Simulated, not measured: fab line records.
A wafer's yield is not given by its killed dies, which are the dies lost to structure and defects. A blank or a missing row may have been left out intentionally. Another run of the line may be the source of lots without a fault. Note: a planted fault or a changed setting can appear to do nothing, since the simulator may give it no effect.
Struck lot and sound lot, side by side | flow n5 finfet | 14 out of 1938 route steps
Sound: these wafers, L214.4, L214.5. Wafers L208.1, L208.4, L208.5 were the ones struck. The cause is given at the end.
At each step with rows: each side's tool, then ch and its chambers, then its first start. Under that, the readings that differ: sound wafers | struck wafers | difference of the means | sigmas: that difference in standard deviations of wafers without a fault.
alike: same words and numbers on both sides, and readings whose means sit less than 2 such deviations apart. not compared: any withheld reading, any reading some wafer has no value for, any bound like >300 that may hide the same value, and any number with overlapping values for which the record gives no deviation.
The two part at a step that has a row with sigmas, a row that says differs or no value, or rows on one side only. When numbers do not overlap yet have no deviation, they are printed without sigmas and do not part them. A reading missing from all wafers of one side parts the sides only when that side holds two or more wafers.

first, 9 steps without rows for these wafers: N5_BEOL_M0_CUTY_DESCUM_61 (chemistry O2, time 7.9 s); N5_BEOL_M0_CUTY_ETCH_62 (etches SiARC in CF4, time 58.5 s); N5_BEOL_M0_CUTY_ETCH_63 (etches SOC in N2/H2, target depth 82.7 nm, overetch 16.5 nm, time 124 s); N5_BEOL_M0_CUTY_STRIP_64 (strips in N2/H2); N5_BEOL_M0_ETCH_138 (etches SiCN in CH3F/O2, target depth 12 nm, time 31.6 s); N5_BEOL_M0_HM_OPEN_105 (chemistry Cl2/BCl3, target TiN, target depth 12 nm); N5_BEOL_M0_STRIP_140 (strips in CF4); N5_BEOL_M0_STRIP_104 (strips in N2/H2); N5_BEOL_M0_WET_ETCH_106 (etches SiO2 in DHF, target depth 130 nm, rinse time 30 s).
N5_BEOL_M0_ETCH_128: etches SiCN in CF4/N2, target depth 12 nm, overetch 5.1 nm, time 21.4 s.
  sound on rie diel-04 ch 1,3, day 10 04:53; struck on rie diel-05 ch 1,2,3, day 8 21:22
  no value came back on the struck wafers for any of 7 readings (bias w (W), cf4 flow sccm (sccm) and others); on the sound wafers bias w (W) reads 69.87 69.87
  reading                                         | sound     | struck       | difference | sigmas
  model.SiCN_of_BEOL_M0_SAQP_PECVD_03.thk nm (nm) | 0 0       | 8.2 8.6 8.4  | +8.4       |
  model.TiN_of_BEOL_M0_SAQP_HM_DEP_02.thk nm (nm) | 11.2 11.2 | 12.2 12 12.2 | +0.9       |
  not compared: rf hours counter h
N5_BEOL_M0_TRENCH_ETCH_107: etches SiOC in C4F6/O2, target depth 32.8 nm, time 16.4 s.
  sound on rie diel-04 ch 1,3, day 10 04:56; struck on rie diel-05 ch 1,2,3, day 8 21:24
  reading                                         | sound  | struck     | difference | sigmas
  model.TiN_of_BEOL_M0_SAQP_HM_DEP_02.thk nm (nm) | 10 9.8 | 11 10.8 11 | +1         |
  alike: C4F6_flow_sccm, O2_flow_sccm, drypump motor current A, oes_ar_750_au, oes product au, rf vpp V, showerhead plenum p Torr, throttle valve pct
  not compared: rf hours counter h
then, 1 step without rows for these wafers: N5_BEOL_M0_STRIP_142 (strips in N2/H2, time 10 s).
N5_BEOL_M4_RC_MEAS_101:
  the record has rows for the sound wafers here (prober-02 ch 0, day 12 17:50) and none for the struck ones
-- a jump in the record: the struck wafers' starts before and after are 6 days apart (it breaks off in module BEOL_M4 and resumes in module PASSIVATION, where the first step shown is number 1936 of the route) --
N5_PASSIVATION_PROBE_49:
  sound on prober-02, day 16 18:34; struck on prober-01, day 14 12:04
  reading                  | sound     | struck         | difference | sigmas
  defect limited yield (%) | 91.2 89.4 | 0 0 0          | -90        | -65
  killed_at_M0_to_M3       | 33 39     | 1107 1088 1098 | +1062      | +99 or more
  killed dies              | 104 125   | 1180 1180 1180 | +1066      | +63
  killed on rim            | 9 19      | 152 152 152    | +138       | +33
  sort_bin_5_function (%)  | 5.1 6.1   | 96.9 96.6 96.2 | +91.0      | +92
  sort n pass              | 1076 1055 | 0 0 0          | -1066      | -63
  sort yield pct (%)       | 91.2 89.4 | 0 0 0          | -90        | -60
  alike: killed_at_M4_up, killed at contacts, killed at front end, killed at other, killed open, killed short, sort_bin_6_memory

## WHERE THEY PART
Last at N5_PASSIVATION_PROBE_49 as far as this record goes, first at N5_BEOL_M0_ETCH_128.

WHY: what the simulator had put in
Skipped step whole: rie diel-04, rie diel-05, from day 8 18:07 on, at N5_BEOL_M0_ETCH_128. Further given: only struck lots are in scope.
